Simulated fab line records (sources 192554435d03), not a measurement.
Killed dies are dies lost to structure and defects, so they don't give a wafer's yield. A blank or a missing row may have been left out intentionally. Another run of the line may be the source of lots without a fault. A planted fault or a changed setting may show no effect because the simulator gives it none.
fab line records | flow n5Finfet | part 1 of 2: steps 1 to 24 of 31
record: lots: 5 | wafers: 15 | lastDay: 17
route steps=1938 shown BEOL_M14@1726
lots with no fault: from the same line, run without faults
startH: the number of hours between the record's first day and the start of the first shown wafer of the lot | waitH: hours from the lot's prior step to this one | " as in the row above | L1.1+2: a single row standing in for several wafers | - no value, or no start given | * or withheld: withheld | < > ~ a bound
route shown NAME@n: NAME is a module with steps in the file, n the number in the route of the first one | usual: the fault-free wafers' mean and standard deviation | same: alike in all rows | chamber/n: place in a boat | sites: readings site by site | _std_site: their standard deviation | _edge_site: the outer-site mean with the inner-site mean subtracted | radiusMm: for every site, how far away it sits from the centre of the wafer | mask NAME#n: copy n | behind: tool/chamber where the wafer was last shaped | hold: the reason the lot was held/the length of the hold in hours/how it ended | device: the n, p or np transistor that did not switch | end of line: at the end of the route, the tests of the same wafers | a step with no rows: only its recipe | killed: dies lost to structure and defects at the first sort, not the wafer's yield | map: dies across one wafer; x = killed, . = not, _ = none there
set.NAME: the setting the step ran with; set.NAME@STEP: the setting that earlier step ran with | model.NAME: the simulator's own value behind a step, which no gauge read
lots seen at some steps along the route; tables by step, rows by wafer
services: when a tool's chamber went out of use (startH, in hours from the record's first day, below 0 if earlier), for how many hours, and the reason
== steps ==
step: N5_BEOL_M14_CD_MEAS_10
recipe: targetCdNm: 250 | landingEnergyEv: 500 | detector: seInlens | polarity: opening
usual: cdNm: 251.0/1.5
lot.wafer | tool     | chamber | startH | waitH | cdNm
L079.1    | cdSem-01 | 0       | 269.57 | -     | 250.3
L079.2    | "        | 0       | "      | "     | 250.1
L079.5    | "        | 0       | "      | "     | 247.6
L088.1    | cdSem-03 | 0       | 321.96 | -     | 248.5
L088.3    | "        | 0       | "      | "     | 247.2
L088.4    | "        | 0       | "      | "     | 247.5
L091.2    | cdSem-02 | 0       | 347.89 | -     | 249.1
L091.5    | "        | 0       | "      | "     | 250.5
L091.6    | "        | 0       | "      | "     | 252.3
L092.1    | cdSem-03 | 0       | 361.09 | -     | 250.0
L092.3    | "        | 0       | "      | "     | 251.6
L092.4    | "        | 0       | "      | "     | 251.1
L095.1    | cdSem-02 | 0       | 370.85 | -     | 251.3
L095.3    | "        | 0       | "      | "     | 252.2
L095.6    | "        | 0       | "      | "     | 251.5
step: N5_BEOL_M14_OVL_MEAS_11
recipe: pointsPerWafer: 44
usual: V13_OVL: -3/5.4
lot.wafer | tool       | chamber | startH | waitH | V13_OVL[nm]
L079.1    | overlay-02 | 0       | 269.60 | 0.0   | -2
L079.2    | "          | 0       | "      | "     | -1
L079.5    | "          | 0       | "      | "     | -1
L088.1    | overlay-01 | 0       | 321.99 | 0.0   | 1
L088.3    | "          | 0       | "      | "     | -6
L088.4    | "          | 0       | "      | "     | -5
L091.2    | overlay-01 | 0       | 347.92 | 0.0   | 1
L091.5    | "          | 0       | "      | "     | 1
L091.6    | "          | 0       | "      | "     | 3
L092.1    | overlay-02 | 0       | 361.12 | 0.0   | -8
L092.3    | "          | 0       | "      | "     | -14
L092.4    | "          | 0       | "      | "     | -12
L095.1    | overlay-01 | 0       | 370.88 | 0.0   | 3
L095.3    | "          | 0       | "      | "     | 3
L095.6    | "          | 0       | "      | "     | 0
step: N5_BEOL_M14_INSPECT_12
recipe: mode: adi | inspectInstrument: macro
usual: rawDefectCount: 2.0/1.2
lot.wafer | tool             | chamber | startH | waitH | rawDefectCount
L079.1    | defectInspect-02 | -       | 269.62 | 0.0   | 2
L079.2    | "                | -       | "      | "     | 1
L079.5    | "                | -       | "      | "     | 5
L088.1    | defectInspect-02 | -       | 322.01 | 0.0   | 2
L088.3    | "                | -       | "      | "     | 4
L088.4    | "                | -       | "      | "     | 0
L091.2    | defectInspect-02 | -       | 347.95 | 0.0   | 5
L091.5    | "                | -       | "      | "     | 3
L091.6    | "                | -       | "      | "     | 2
L092.1    | defectInspect-01 | -       | 361.15 | 0.0   | 2
L092.3    | "                | -       | "      | "     | 2
L092.4    | "                | -       | "      | "     | 0
L095.1    | defectInspect-01 | -       | 370.90 | 0.0   | 1
L095.3    | "                | -       | "      | "     | 1
L095.6    | "                | -       | "      | "     | 3
step: N5_BEOL_M14_DESCUM_15
recipe: chemistry: O2 | timeS: 7.9 | sourcePowerW: 50 | biasPowerW: 20 | pressureMtorr: 20 | rfFrequencyHz: 2.712e+07 | tempC: 40 | o2FlowSccm: 225
usual: drypumpMotorCurrentA: 5.4/0.38 | oesProductAu: 0.77/0.09 | rfVppV: 243.0/1.6 | showerheadPlenumPTorr: 2.08/0.085 | throttleValvePct: 20.35/0.14
lot.wafer | tool       | chamber | startH | waitH | drypumpMotorCurrentA | oesProductAu | rfHoursCounterH | rfVppV | showerheadPlenumPTorr | throttleValvePct
L079.1    | rieDiel-02 | 0       | 269.65 | 0.0   | 5.7                  | 0.68         | 233             | 240.0  | 1.97                  | 20.46
L079.2    | "          | 3       | "      | "     | 5.4                  | 0.85         | 70              | 243.3  | 2.11                  | 20.31
L079.5    | "          | 0       | "      | "     | 5.6                  | 0.69         | -               | 241.3  | 1.97                  | 20.46
L088.1    | rieDiel-02 | 0       | 322.04 | 0.0   | 5.7                  | 0.68         | 251             | 241.5  | 1.97                  | 20.48
L088.3    | "          | 2       | "      | "     | 5.9                  | 0.68         | 251             | 243.8  | 2.13                  | 20.54
L088.4    | "          | 2       | "      | "     | 5.9                  | 0.68         | -               | 244.2  | 2.13                  | 20.53
L091.2    | rieDiel-05 | 3       | 347.98 | 0.0   | 5.7                  | 0.81         | 77              | 245.1  | 2.19                  | 20.25
L091.5    | "          | 0       | "      | "     | 5.0                  | 0.74         | -               | 242.3  | 2.10                  | 20.10
L091.6    | "          | 1       | "      | "     | 5.5                  | 0.69         | -               | 241.7  | 1.95                  | 20.45
L092.1    | rieDiel-04 | 0       | 361.18 | 0.0   | 5.9                  | 0.97         | 2               | 245.7  | 2.22                  | 20.02
L092.3    | "          | 1       | "      | "     | 5.3                  | 0.91         | 21              | 244.1  | 2.13                  | 20.32
L092.4    | "          | 0       | "      | "     | 5.9                  | 0.97         | -               | 245.8  | 2.22                  | 20.04
L095.1    | rieDiel-02 | 2       | 370.94 | 0.0   | 5.9                  | 0.95         | 4               | 243.0  | 2.13                  | 20.25
L095.3    | "          | 1       | "      | "     | 4.9                  | 0.77         | 110             | 243.3  | 2.12                  | 20.37
L095.6    | "          | 1       | "      | "     | 4.9                  | 0.77         | -               | 242.7  | 2.12                  | 20.37
step: N5_BEOL_M14_ETCH_59
recipe: chemistry: N2/H2 | target: BARC | targetDepthA: 890 | overetchA: 267 | timeS: 67.9 | ionEnergyEv: 200 | pressureMtorr: 30 | sourceW: 840 | biasW: 150 | n2FlowSccm: 200 | h2FlowSccm: 200
usual: drypumpMotorCurrentA: 5.4/0.38 | oesProductAu: 0.66/0.072 | rfVppV: 523.8/2.9 | showerheadPlenumPTorr: 2.54/0.1 | throttleValvePct: 17.85/0.23
lot.wafer | tool       | chamber | startH | waitH | drypumpMotorCurrentA | oesProductAu | rfHoursCounterH | rfVppV | showerheadPlenumPTorr | throttleValvePct
L079.1    | rieDiel-02 | 0       | 269.69 | 0.0   | 5.7                  | 0.59         | 233             | 520.8  | 2.42                  | 18.24
L079.2    | "          | 3       | "      | "     | 5.4                  | 0.72         | 70              | 524.3  | 2.56                  | 17.69
L079.5    | "          | 0       | "      | "     | 5.7                  | 0.59         | -               | 519.9  | 2.42                  | 18.23
L088.1    | rieDiel-02 | 0       | 322.08 | 0.0   | 5.7                  | 0.59         | 251             | 520.3  | 2.42                  | 18.24
L088.3    | "          | 2       | "      | "     | 5.9                  | 0.58         | 251             | 526.6  | 2.62                  | 18.16
L088.4    | "          | 2       | "      | "     | 5.9                  | 0.58         | -               | 527.5  | 2.62                  | 18.16
L091.2    | rieDiel-05 | 3       | 348.02 | 0.0   | 5.7                  | 0.70         | 77              | 526.9  | 2.69                  | 17.84
L091.5    | "          | 0       | "      | "     | 4.9                  | 0.64         | -               | 523.4  | 2.55                  | 17.58
L091.6    | "          | 1       | "      | "     | 5.5                  | 0.59         | -               | 521.4  | 2.40                  | 18.16
L092.1    | rieDiel-04 | 0       | 361.22 | 0.0   | 5.9                  | 0.83         | 2               | 528.9  | 2.72                  | 17.61
L092.3    | "          | 1       | "      | "     | 5.3                  | 0.78         | 21              | 526.5  | 2.58                  | 17.72
L092.4    | "          | 0       | "      | "     | 5.9                  | 0.83         | -               | 529.8  | 2.72                  | 17.61
L095.1    | rieDiel-02 | 2       | 370.97 | 0.0   | 5.9                  | 0.81         | 4               | 524.8  | 2.62                  | 17.77
L095.3    | "          | 1       | "      | "     | 5.0                  | 0.66         | 110             | 523.8  | 2.56                  | 17.63
L095.6    | "          | 1       | "      | "     | 5.0                  | 0.66         | -               | 526.0  | 2.56                  | 17.64
step: N5_BEOL_M14_VIA_ETCH_16
recipe: chemistry: C4F8/O2/Ar | target: SiO2 | heInnerTorr: 15 | heOuterTorr: 30 | targetDepthA: 12313 | timeS: withheld | ionEnergyEv: 800 | pressureMtorr: 20 | sourceW: 1905 | biasW: 2040 | Ar_flow_sccm: 400 | C4F8_flow_sccm: 16 | O2_flow_sccm: 12 | ends: cleared
usual: drypumpMotorCurrentA: 5.4/0.38 | oesProductAu: 0.69/0.079 | rfVppV: 2222/26 | showerheadPlenumPTorr: 3.43/0.13 | throttleValvePct: 30.81/0.23
lot.wafer | tool       | chamber | startH | waitH | drypumpMotorCurrentA | oesProductAu | rfVppV | showerheadPlenumPTorr | throttleValvePct
L079.1    | rieDiel-02 | 0       | 269.74 | 0.0   | 5.6                  | 0.61         | 2238   | 3.28                  | 30.96
L079.2    | "          | 3       | "      | "     | 5.4                  | 0.76         | 2211   | 3.47                  | 30.75
L079.5    | "          | 0       | "      | "     | 5.7                  | 0.61         | 2239   | 3.28                  | 30.96
L088.1    | rieDiel-02 | 0       | 322.13 | 0.0   | 5.6                  | 0.60         | 2235   | 3.27                  | 30.98
L088.3    | "          | 2       | "      | "     | 5.9                  | 0.61         | 2177   | 3.52                  | 30.89
L088.4    | "          | 2       | "      | "     | 5.9                  | 0.60         | 2176   | 3.52                  | 30.88
L091.2    | rieDiel-05 | 3       | 348.07 | 0.0   | 5.7                  | 0.72         | 2236   | 3.61                  | 30.81
L091.5    | "          | 0       | "      | "     | 4.9                  | 0.67         | 2215   | 3.42                  | 30.28
L091.6    | "          | 1       | "      | "     | 5.5                  | 0.63         | 2242   | 3.28                  | 31.17
L092.1    | rieDiel-04 | 0       | 361.27 | 0.0   | 5.9                  | 0.88         | 2233   | 3.65                  | 30.60
L092.3    | "          | 1       | "      | "     | 5.3                  | 0.83         | 2205   | 3.52                  | 31.08
L092.4    | "          | 0       | "      | "     | 5.9                  | 0.88         | 2235   | 3.65                  | 30.59
L095.1    | rieDiel-02 | 2       | 371.03 | 0.0   | 5.9                  | 0.87         | 2178   | 3.52                  | 30.82
L095.3    | "          | 1       | "      | "     | 4.9                  | 0.69         | 2185   | 3.47                  | 30.77
L095.6    | "          | 1       | "      | "     | 4.9                  | 0.70         | 2187   | 3.47                  | 30.78
step: N5_BEOL_M14_STRIP_63
recipe: chemistry: O2 | powerW: 600 | tempC: 60 | pressureMtorr: 30 | rfFrequencyHz: 6e+07 | biasPowerW: 0 | overashFraction: 0.3 | o2FlowSccm: 225
usual: drypumpMotorCurrentA: 5.4/0.38 | oesProductAu: 0.77/0.091 | rfVppV: 3.6/0.76 | showerheadPlenumPTorr: 2.08/0.085 | throttleValvePct: 16.61/0.16
lot.wafer | tool       | chamber | startH | waitH | drypumpMotorCurrentA | oesProductAu | rfHoursCounterH | rfVppV | showerheadPlenumPTorr | throttleValvePct
L079.1    | rieDiel-02 | 0       | -      | -     | 5.7                  | 0.69         | 233             | 2.5    | 1.98                  | 16.73
L079.2    | "          | 3       | "      | "     | 5.4                  | 0.86         | 70              | 4.9    | 2.12                  | 16.54
L079.5    | "          | 0       | "      | "     | 5.7                  | 0.69         | -               | 4.0    | 1.98                  | 16.76
L088.1    | rieDiel-02 | 0       | -      | -     | 5.6                  | 0.67         | 251             | 3.8    | 1.97                  | 16.79
L088.3    | "          | 2       | "      | "     | 5.9                  | 0.69         | 252             | 3.2    | 2.14                  | 16.89
L088.4    | "          | 2       | "      | "     | 5.9                  | 0.68         | -               | 4.7    | 2.14                  | 16.93
L091.2    | rieDiel-05 | 3       | -      | -     | 5.7                  | 0.80         | 78              | 3.7    | 2.19                  | 16.49
L091.5    | "          | 0       | "      | "     | 5.0                  | 0.75         | -               | 3.6    | 2.10                  | 16.38
L091.6    | "          | 1       | "      | "     | 5.5                  | 0.70         | -               | 5.0    | 1.96                  | 16.77
L092.1    | rieDiel-04 | 0       | -      | -     | 5.9                  | 0.98         | 2               | 3.9    | 2.22                  | 16.29
L092.3    | "          | 1       | "      | "     | 5.3                  | 0.92         | 22              | 3.9    | 2.13                  | 16.52
L092.4    | "          | 0       | "      | "     | 5.9                  | 0.99         | -               | 4.0    | 2.22                  | 16.32
L095.1    | rieDiel-02 | 2       | -      | -     | 6.0                  | 0.96         | 4               | 4.2    | 2.13                  | 16.47
L095.3    | "          | 1       | "      | "     | 4.9                  | 0.80         | 110             | 3.2    | 2.12                  | 16.57
L095.6    | "          | 1       | "      | "     | 5.0                  | 0.78         | -               | 2.8    | 2.13                  | 16.57
step: N5_BEOL_M14_STRIP_64
recipe: chemistry: O2 | powerW: 600 | tempC: 60 | pressureMtorr: 30 | rfFrequencyHz: 6e+07 | biasPowerW: 0 | overashFraction: 0.3 | o2FlowSccm: 225
usual: drypumpMotorCurrentA: 5.4/0.38 | oesProductAu: 0.77/0.09 | rfVppV: 3.7/0.5 | showerheadPlenumPTorr: 2.08/0.085 | throttleValvePct: 16.61/0.16
lot.wafer | tool       | chamber | startH | waitH | drypumpMotorCurrentA | oesProductAu | rfHoursCounterH | rfVppV | showerheadPlenumPTorr | throttleValvePct
L079.1    | rieDiel-02 | 0       | -      | -     | 5.7                  | 0.69         | 233             | 3.7    | 1.98                  | 16.76
L079.2    | "          | 3       | "      | "     | 5.4                  | 0.85         | 70              | 4.0    | 2.12                  | 16.55
L079.5    | "          | 0       | "      | "     | 5.7                  | 0.69         | -               | 3.1    | 1.98                  | 16.75
L088.1    | rieDiel-02 | 0       | -      | -     | 5.7                  | 0.67         | 251             | 4.4    | 1.97                  | 16.79
L088.3    | "          | 2       | "      | "     | 5.9                  | 0.68         | 252             | 3.0    | 2.14                  | 16.89
L088.4    | "          | 2       | "      | "     | 5.9                  | 0.67         | -               | 3.0    | 2.14                  | 16.90
L091.2    | rieDiel-05 | 3       | -      | -     | 5.7                  | 0.81         | 78              | 3.8    | 2.19                  | 16.50
L091.5    | "          | 0       | "      | "     | 5.0                  | 0.74         | -               | 3.9    | 2.10                  | 16.40
L091.6    | "          | 1       | "      | "     | 5.5                  | 0.69         | -               | 3.6    | 1.96                  | 16.76
L092.1    | rieDiel-04 | 0       | -      | -     | 5.9                  | 0.98         | 2               | 4.1    | 2.22                  | 16.31
L092.3    | "          | 1       | "      | "     | 5.3                  | 0.91         | 22              | 3.8    | 2.13                  | 16.52
L092.4    | "          | 0       | "      | "     | 5.9                  | 0.99         | -               | 3.1    | 2.22                  | 16.30
L095.1    | rieDiel-02 | 2       | -      | -     | 5.9                  | 0.95         | 4               | 3.7    | 2.13                  | 16.46
L095.3    | "          | 1       | "      | "     | 5.0                  | 0.77         | 110             | 3.1    | 2.13                  | 16.57
L095.6    | "          | 1       | "      | "     | 5.0                  | 0.77         | -               | 2.9    | 2.13                  | 16.60
step: N5_BEOL_M14_STRIP_71
recipe: chemistry: postEtchResidueRemover | timeS: 60 | tempC: 25 | removerPh: withheld | removerWaterWtPct: withheld | removerFluorideWtPct: withheld
lot.wafer  | tool        | chamber | startH | waitH
L079.1+2+5 | wetBench-05 | 1,4,0   | 270.03 | -
L088.1+3+4 | wetBench-06 | 7,3,6   | 322.42 | -
L091.2+5+6 | wetBench-06 | 1,0,4   | 348.36 | -
L092.1+3+4 | wetBench-01 | 6,4,3   | 361.56 | -
L095.1+3+6 | wetBench-05 | 4,6,7   | 371.31 | -
step: N5_BEOL_M14_SRD_72
recipe: timeS: 30 | tempC: 23 | rinseLiquid: diw | dry: n2Spin | spinRpm: 1500 | dryTimeS: 30
usual: doSupplyPpb: 10.02/0.1
lot.wafer | tool        | chamber | startH | waitH | doSupplyPpb
L079.1    | wetBench-05 | 1       | 270.05 | 0.0   | 10.11
L079.2    | "           | 4       | "      | "     | 10.26
L079.5    | "           | 0       | "      | "     | 9.91
L088.1    | wetBench-06 | 7       | 322.44 | 0.0   | 10.01
L088.3    | "           | 3       | "      | "     | 9.97
L088.4    | "           | 6       | "      | "     | 9.94
L091.2    | wetBench-06 | 1       | 348.38 | 0.0   | 9.99
L091.5    | "           | 0       | "      | "     | 9.93
L091.6    | "           | 4       | "      | "     | 10.05
L092.1    | wetBench-01 | 6       | 361.59 | 0.0   | 10.06
L092.3    | "           | 4       | "      | "     | 10.02
L092.4    | "           | 3       | "      | "     | 9.97
L095.1    | wetBench-05 | 4       | 371.33 | 0.0   | 10.05
L095.3    | "           | 6       | "      | "     | 10.21
L095.6    | "           | 7       | "      | "     | 10.06
step: N5_BEOL_M14_CD_MEAS_17
recipe: targetCdNm: 250 | polarity: opening
usual: cdNm: 251.8/1.7
lot.wafer | tool     | chamber | startH | waitH | cdNm
L079.1    | cdSem-02 | -       | 270.09 | 0.0   | 251.0
L079.2    | "        | -       | "      | "     | 251.4
L079.5    | "        | -       | "      | "     | 248.5
L088.1    | cdSem-03 | -       | 322.48 | 0.0   | 248.7
L088.3    | "        | -       | "      | "     | 250.1
L088.4    | "        | -       | "      | "     | 250.3
L091.2    | cdSem-02 | -       | 348.42 | 0.0   | 250.6
L091.5    | "        | -       | "      | "     | 250.7
L091.6    | "        | -       | "      | "     | 254.8
L092.1    | cdSem-01 | -       | 361.65 | 0.0   | 249.8
L092.3    | "        | -       | "      | "     | 251.1
L092.4    | "        | -       | "      | "     | 251.7
L095.1    | cdSem-03 | -       | 371.37 | 0.0   | 251.7
L095.3    | "        | -       | "      | "     | 255.3
L095.6    | "        | -       | "      | "     | 254.6
step: N5_BEOL_M14_COAT_65
recipe: resist: SOC | tempC: 250 | timeS: 60 | spinRpm: 1500 | resistThkNm: 450
lot.wafer  | tool          | chamber | startH | waitH
L079.1+2+5 | lithoTrack-05 | 0       | 270.13 | 0.0
L088.1+3+4 | lithoTrack-02 | 0       | 322.51 | 0.0
L091.2+5+6 | lithoTrack-02 | 0       | 348.45 | 0.0
L092.1+3+4 | lithoTrack-02 | 0       | 361.69 | 0.0
L095.1+3+6 | lithoTrack-01 | 0       | 371.41 | 0.0
step: N5_BEOL_M14_COAT_66
recipe: resist: SiARC | tempC: 220 | timeS: 60 | spinRpm: 1500 | resistThkNm: 110
lot.wafer  | tool          | chamber | startH | waitH
L079.1+2+5 | lithoTrack-05 | 0       | -      | -
L088.1+3+4 | lithoTrack-02 | 0       | -      | -
L091.2+5+6 | lithoTrack-02 | 0       | -      | -
L092.1+3+4 | lithoTrack-02 | 0       | -      | -
L095.1+3+6 | lithoTrack-01 | 0       | -      | -
step: N5_BEOL_M14_COAT_22
recipe: spinRpm: 2888 | resistThkNm: 300
lot.wafer  | tool          | chamber | startH | waitH
L079.1+2+5 | lithoTrack-05 | 0       | -      | -
L088.1+3+4 | lithoTrack-02 | 0       | -      | -
L091.2+5+6 | lithoTrack-02 | 0       | -      | -
L092.1+3+4 | lithoTrack-02 | 0       | -      | -
L095.1+3+6 | lithoTrack-01 | 0       | -      | -
step: N5_BEOL_M14_EBR_24
recipe: solvent: PGMEA | ebrWidthMm: 1.5
lot.wafer  | tool          | chamber | startH | waitH
L079.1+2+5 | lithoTrack-05 | 0       | -      | -
L088.1+3+4 | lithoTrack-02 | 0       | -      | -
L091.2+5+6 | lithoTrack-02 | 0       | -      | -
L092.1+3+4 | lithoTrack-02 | 0       | -      | -
L095.1+3+6 | lithoTrack-01 | 0       | -      | -
step: N5_BEOL_M14_SOFTBAKE_23
recipe: tempC: 130 | timeS: 60
lot.wafer  | tool          | chamber | startH | waitH
L079.1+2+5 | lithoTrack-05 | 0       | -      | -
L088.1+3+4 | lithoTrack-02 | 0       | -      | -
L091.2+5+6 | lithoTrack-02 | 0       | -      | -
L092.1+3+4 | lithoTrack-02 | 0       | -      | -
L095.1+3+6 | lithoTrack-01 | 0       | -      | -
step: N5_BEOL_M14_EXPOSE_25
recipe: maskId: M14 | na: 0.8 | sourceShape: annular | sigmaInner: 0.5 | sigmaOuter: 0.8 | polarization: unpolarized | targetCdNm: 280 | doseMj: 26.6
usual: focusOffsetNm: -0.2/0.57
lot.wafer | tool          | chamber | startH | waitH | mask  | focusOffsetNm
L079.1    | krfScanner-01 | 0       | 270.37 | -     | M14#0 | -0.7
L079.2    | "             | 0       | "      | "     | M14#0 | -1.0
L079.5    | "             | 0       | "      | "     | M14#0 | -1.3
L088.1    | krfScanner-02 | 0       | 322.63 | -     | M14#0 | -0.3
L088.3    | "             | 0       | "      | "     | M14#0 | -0.5
L088.4    | "             | 0       | "      | "     | M14#0 | 0.2
L091.2    | krfScanner-01 | 0       | 348.58 | -     | M14#0 | -0.5
L091.5    | "             | 0       | "      | "     | M14#0 | 0.0
L091.6    | "             | 0       | "      | "     | M14#0 | -0.4
L092.1    | krfScanner-02 | 0       | 361.93 | -     | M14#0 | 0.1
L092.3    | "             | 0       | "      | "     | M14#0 | 0.0
L092.4    | "             | 0       | "      | "     | M14#0 | 0.3
L095.1    | krfScanner-01 | 0       | 371.53 | -     | M14#0 | 0.0
L095.3    | "             | 0       | "      | "     | M14#0 | 0.4
L095.6    | "             | 0       | "      | "     | M14#0 | 1.0
step: N5_BEOL_M14_PEB_26
recipe: pebTempC: 130 | pebTimeS: 90
same: pebTimeS: 90
lot.wafer  | tool          | chamber | startH | waitH
L079.1+2+5 | lithoTrack-05 | 0       | 270.43 | 0.1
L088.1+3+4 | lithoTrack-01 | 0       | 322.69 | 0.1
L091.2+5+6 | lithoTrack-02 | 0       | 348.63 | 0.0
L092.1+3+4 | lithoTrack-05 | 0       | 361.99 | 0.1
L095.1+3+6 | lithoTrack-05 | 0       | 371.59 | 0.1
step: N5_BEOL_M14_DEVELOP_27
recipe: developTimeS: 45 | rinseLiquid: diw | dry: airSpin | devTempC: 21
lot.wafer  | tool          | chamber | startH | waitH
L079.1+2+5 | lithoTrack-05 | 0       | -      | -
L088.1+3+4 | lithoTrack-01 | 0       | -      | -
L091.2+5+6 | lithoTrack-02 | 0       | -      | -
L092.1+3+4 | lithoTrack-05 | 0       | -      | -
L095.1+3+6 | lithoTrack-05 | 0       | -      | -
step: N5_BEOL_M14_HARDBAKE_32
recipe: tempC: 130 | timeS: 120
lot.wafer  | tool          | chamber | startH | waitH
L079.1+2+5 | lithoTrack-05 | 0       | -      | -
L088.1+3+4 | lithoTrack-01 | 0       | -      | -
L091.2+5+6 | lithoTrack-02 | 0       | -      | -
L092.1+3+4 | lithoTrack-05 | 0       | -      | -
L095.1+3+6 | lithoTrack-05 | 0       | -      | -
step: N5_BEOL_M14_CD_MEAS_28
recipe: targetCdNm: 284.4 | landingEnergyEv: 500 | detector: seInlens
usual: cdNm: 284.6/1.7
lot.wafer | tool     | chamber | startH | waitH | cdNm
L079.1    | cdSem-02 | 0       | 270.54 | -     | 282.7
L079.2    | "        | 0       | "      | "     | 284.6
L079.5    | "        | 0       | "      | "     | 281.9
L088.1    | cdSem-02 | 0       | 322.80 | -     | 285.0
L088.3    | "        | 0       | "      | "     | 285.3
L088.4    | "        | 0       | "      | "     | 288.9
L091.2    | cdSem-01 | 0       | 348.74 | -     | 283.8
L091.5    | "        | 0       | "      | "     | 284.1
L091.6    | "        | 0       | "      | "     | 285.4
L092.1    | cdSem-03 | 0       | 362.10 | -     | 284.4
L092.3    | "        | 0       | "      | "     | 284.9
L092.4    | "        | 0       | "      | "     | 282.8
L095.1    | cdSem-02 | 0       | 371.70 | -     | 282.7
L095.3    | "        | 0       | "      | "     | 284.9
L095.6    | "        | 0       | "      | "     | 285.7
step: N5_BEOL_M14_OVL_MEAS_29
recipe: pointsPerWafer: 44
usual: M14_OVL: -1/5.4
lot.wafer | tool       | chamber | startH | waitH | M14_OVL[nm]
L079.1    | overlay-02 | 0       | 270.57 | 0.0   | 2
L079.2    | "          | 0       | "      | "     | -8
L079.5    | "          | 0       | "      | "     | 3
L088.1    | overlay-01 | 0       | 322.84 | 0.0   | -2
L088.3    | "          | 0       | "      | "     | -5
L088.4    | "          | 0       | "      | "     | -4
L091.2    | overlay-02 | 0       | 348.77 | 0.0   | -1
L091.5    | "          | 0       | "      | "     | 10
L091.6    | "          | 0       | "      | "     | 1
L092.1    | overlay-01 | 0       | 362.13 | 0.0   | 3
L092.3    | "          | 0       | "      | "     | -2
L092.4    | "          | 0       | "      | "     | -5
L095.1    | overlay-02 | 0       | 371.73 | 0.0   | 13
L095.3    | "          | 0       | "      | "     | 9
L095.6    | "          | 0       | "      | "     | -4
step: N5_BEOL_M14_INSPECT_30
recipe: mode: adi | inspectInstrument: macro
usual: rawDefectCount: 2.0/1.4
lot.wafer | tool             | chamber | startH | waitH | rawDefectCount
L079.1    | defectInspect-01 | -       | 270.59 | 0.0   | 1
L079.2    | "                | -       | "      | "     | 1
L079.5    | "                | -       | "      | "     | 3
L088.1    | defectInspect-02 | -       | 322.86 | 0.0   | 1
L088.3    | "                | -       | "      | "     | 0
L088.4    | "                | -       | "      | "     | 0
L091.2    | defectInspect-02 | -       | 348.80 | 0.0   | 1
L091.5    | "                | -       | "      | "     | 1
L091.6    | "                | -       | "      | "     | 1
L092.1    | defectInspect-01 | -       | 362.16 | 0.0   | 4
L092.3    | "                | -       | "      | "     | 0
L092.4    | "                | -       | "      | "     | 4
L095.1    | defectInspect-01 | -       | 371.75 | 0.0   | 0
L095.3    | "                | -       | "      | "     | 1
L095.6    | "                | -       | "      | "     | 1
step: N5_BEOL_M14_DESCUM_33
recipe: chemistry: O2 | timeS: 7.9 | sourcePowerW: 50 | biasPowerW: 20 | pressureMtorr: 20 | rfFrequencyHz: 2.712e+07 | tempC: 40 | o2FlowSccm: 225
usual: drypumpMotorCurrentA: 5.4/0.38 | oesProductAu: 0.78/0.095 | rfVppV: 243.0/1.6 | showerheadPlenumPTorr: 2.07/0.085 | throttleValvePct: 20.35/0.15
lot.wafer | tool       | chamber | startH | waitH | drypumpMotorCurrentA | oesProductAu | rfHoursCounterH | rfVppV | showerheadPlenumPTorr | throttleValvePct
L079.1    | rieDiel-04 | 3       | 270.64 | 0.0   | 5.6                  | 0.67         | 223             | 241.3  | 1.96                  | 20.32
L079.2    | "          | 2       | "      | "     | 4.8                  | 0.84         | 71              | 242.4  | 2.04                  | 20.39
L079.5    | "          | 3       | "      | "     | 5.6                  | 0.68         | -               | 241.5  | 1.96                  | 20.34
L088.1    | rieDiel-04 | 3       | 322.89 | 0.0   | 5.6                  | 0.67         | 245             | 242.0  | 1.95                  | 20.35
L088.3    | "          | 2       | "      | "     | 4.8                  | 0.82         | 91              | 242.2  | 2.03                  | 20.45
L088.4    | "          | 1       | "      | "     | 5.3                  | 0.96         | 6               | 243.8  | 2.14                  | 20.30
L091.2    | rieDiel-04 | 1       | 348.83 | 0.0   | 5.3                  | 0.94         | 16              | 244.2  | 2.13                  | 20.32
L091.5    | "          | 1       | "      | "     | 5.3                  | 0.92         | -               | 243.0  | 2.13                  | 20.31
L091.6    | "          | 2       | "      | "     | 4.8                  | 0.80         | -               | 242.8  | 2.03                  | 20.45
L092.1    | rieDiel-02 | 3       | 362.19 | 0.0   | 5.4                  | 0.81         | 100             | 243.1  | 2.10                  | 20.34
L092.3    | "          | 0       | "      | "     | 5.7                  | 0.66         | 271             | 240.2  | 1.96                  | 20.52
L092.4    | "          | 3       | "      | "     | 5.4                  | 0.81         | -               | 243.1  | 2.10                  | 20.33
L095.1    | rieDiel-05 | 1       | 371.79 | 0.0   | 5.6                  | 0.69         | 257             | 240.4  | 1.95                  | 20.47
L095.3    | "          | 3       | "      | "     | 5.7                  | 0.80         | 87              | 245.2  | 2.18                  | 20.27
L095.6    | "          | 3       | "      | "     | 5.7                  | 0.80         | -               | 244.6  | 2.18                  | 20.27
